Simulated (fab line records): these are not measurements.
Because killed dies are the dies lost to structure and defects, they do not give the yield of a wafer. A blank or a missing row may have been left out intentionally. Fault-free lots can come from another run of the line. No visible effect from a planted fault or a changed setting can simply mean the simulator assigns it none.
Matching of chambers || flow n5Finfet || rieDiel-03 running N5_BEOL_M15_ETCH_57: 4 sister chambers
The step etches SOC in N2/H2, time 750 s. 14 wafers are shown with their chamber, then 7 later ones without.

WAFERS, EACH WITH ITS CHAMBER
{"wafer": "L074.2", "chamber": 1, "drypumpMotorCurrentA (A)": 5.6, "showerheadPlenumPTorr (Torr)": 2.38, "throttleValvePct (%)": 17.8}
{"wafer": "L074.4", "chamber": 2, "drypumpMotorCurrentA (A)": 6.6, "showerheadPlenumPTorr (Torr)": 2.56, "throttleValvePct (%)": 17.3}
{"wafer": "L074.5", "chamber": 0, "drypumpMotorCurrentA (A)": 6.2, "showerheadPlenumPTorr (Torr)": 2.50, "throttleValvePct (%)": 17.4}
{"wafer": "L077.2", "chamber": 0, "drypumpMotorCurrentA (A)": 6.2, "showerheadPlenumPTorr (Torr)": 2.50, "throttleValvePct (%)": 17.4}
{"wafer": "L077.3", "chamber": 1, "drypumpMotorCurrentA (A)": 5.7, "showerheadPlenumPTorr (Torr)": 2.38, "throttleValvePct (%)": 17.8}
{"wafer": "L077.4", "chamber": 2, "drypumpMotorCurrentA (A)": 6.6, "showerheadPlenumPTorr (Torr)": 2.56, "throttleValvePct (%)": 17.3}
{"wafer": "L078.2", "chamber": 1, "drypumpMotorCurrentA (A)": 5.7, "showerheadPlenumPTorr (Torr)": 2.38, "throttleValvePct (%)": 17.8}
{"wafer": "L078.3", "chamber": 2, "drypumpMotorCurrentA (A)": 6.6, "showerheadPlenumPTorr (Torr)": 2.56, "throttleValvePct (%)": 17.3}
{"wafer": "L078.4", "chamber": 0, "drypumpMotorCurrentA (A)": 6.2, "showerheadPlenumPTorr (Torr)": 2.49, "throttleValvePct (%)": 17.4}
{"wafer": "L087.1", "chamber": 0, "drypumpMotorCurrentA (A)": 6.2, "showerheadPlenumPTorr (Torr)": 2.49, "throttleValvePct (%)": 17.5}
{"wafer": "L087.2", "chamber": 3, "drypumpMotorCurrentA (A)": 5.7, "showerheadPlenumPTorr (Torr)": 2.60, "throttleValvePct (%)": 17.7}
{"wafer": "L087.4", "chamber": 1, "drypumpMotorCurrentA (A)": 5.7, "showerheadPlenumPTorr (Torr)": 2.37, "throttleValvePct (%)": 17.8}
{"wafer": "L090.1", "chamber": 3, "drypumpMotorCurrentA (A)": 5.7, "showerheadPlenumPTorr (Torr)": 2.60, "throttleValvePct (%)": 17.6}
{"wafer": "L090.3", "chamber": 2, "drypumpMotorCurrentA (A)": 6.6, "showerheadPlenumPTorr (Torr)": 2.55, "throttleValvePct (%)": 17.3}

SIGNATURES (averages over the wafers above)
{"reading": "drypumpMotorCurrentA", "chamber 0": 6.200, "chamber 1": 5.675, "chamber 2": 6.600, "chamber 3": 5.700, "scatter within a chamber": 0.0274}
{"reading": "showerheadPlenumPTorr", "chamber 0": 2.4950, "chamber 1": 2.3775, "chamber 2": 2.5575, "chamber 3": 2.6000, "scatter within a chamber": 0.005}
{"reading": "throttleValvePct", "chamber 0": 17.425, "chamber 1": 17.800, "chamber 2": 17.300, "chamber 3": 17.650, "scatter within a chamber": 0.0354}
Rule: for each reading, subtract the chamber's mean from the wafer's reading, divide by that reading's scatter and square the result; add these up over the readings and take the root, which gives the wafer's distance from the chamber. The wafer belongs to the nearest chamber; if the next one is less than 2 further off, it can't be placed. The scatter: the root of (the sum of the squares of (reading less its chamber's mean) over the shown wafers, divided by (wafers less chambers)).

WAFERS WHOSE CHAMBER IS MISSING
{"wafer": "L090.5", "drypumpMotorCurrentA (A)": 5.7, "showerheadPlenumPTorr (Torr)": 2.37, "throttleValvePct (%)": 17.9}
{"wafer": "L093.2", "drypumpMotorCurrentA (A)": 6.6, "showerheadPlenumPTorr (Torr)": 2.55, "throttleValvePct (%)": 17.3}
{"wafer": "L093.3", "drypumpMotorCurrentA (A)": 5.7, "showerheadPlenumPTorr (Torr)": 2.37, "throttleValvePct (%)": 17.9}
{"wafer": "L093.5", "drypumpMotorCurrentA (A)": 5.7, "showerheadPlenumPTorr (Torr)": 2.60, "throttleValvePct (%)": 17.7}
{"wafer": "L095.1", "drypumpMotorCurrentA (A)": 6.2, "showerheadPlenumPTorr (Torr)": 2.48, "throttleValvePct (%)": 17.5}
{"wafer": "L095.2", "drypumpMotorCurrentA (A)": 5.7, "showerheadPlenumPTorr (Torr)": 2.37, "throttleValvePct (%)": 17.9}
{"wafer": "L095.5", "drypumpMotorCurrentA (A)": 5.7, "showerheadPlenumPTorr (Torr)": 2.60, "throttleValvePct (%)": 17.7}

WHICH CHAMBER EACH WENT THROUGH
{"wafer": "L090.5", "from the rows above": 1, "in truth": 1}
{"wafer": "L093.2", "from the rows above": 2, "in truth": 2}
{"wafer": "L093.3", "from the rows above": 1, "in truth": 1}
{"wafer": "L093.5", "from the rows above": 3, "in truth": 3}
{"wafer": "L095.1", "from the rows above": 0, "in truth": 0}
{"wafer": "L095.2", "from the rows above": 1, "in truth": 1}
{"wafer": "L095.5", "from the rows above": 3, "in truth": 3}
7 of 7 placed correctly. Can't be placed from these rows: 0. Wrongly placed: 0.
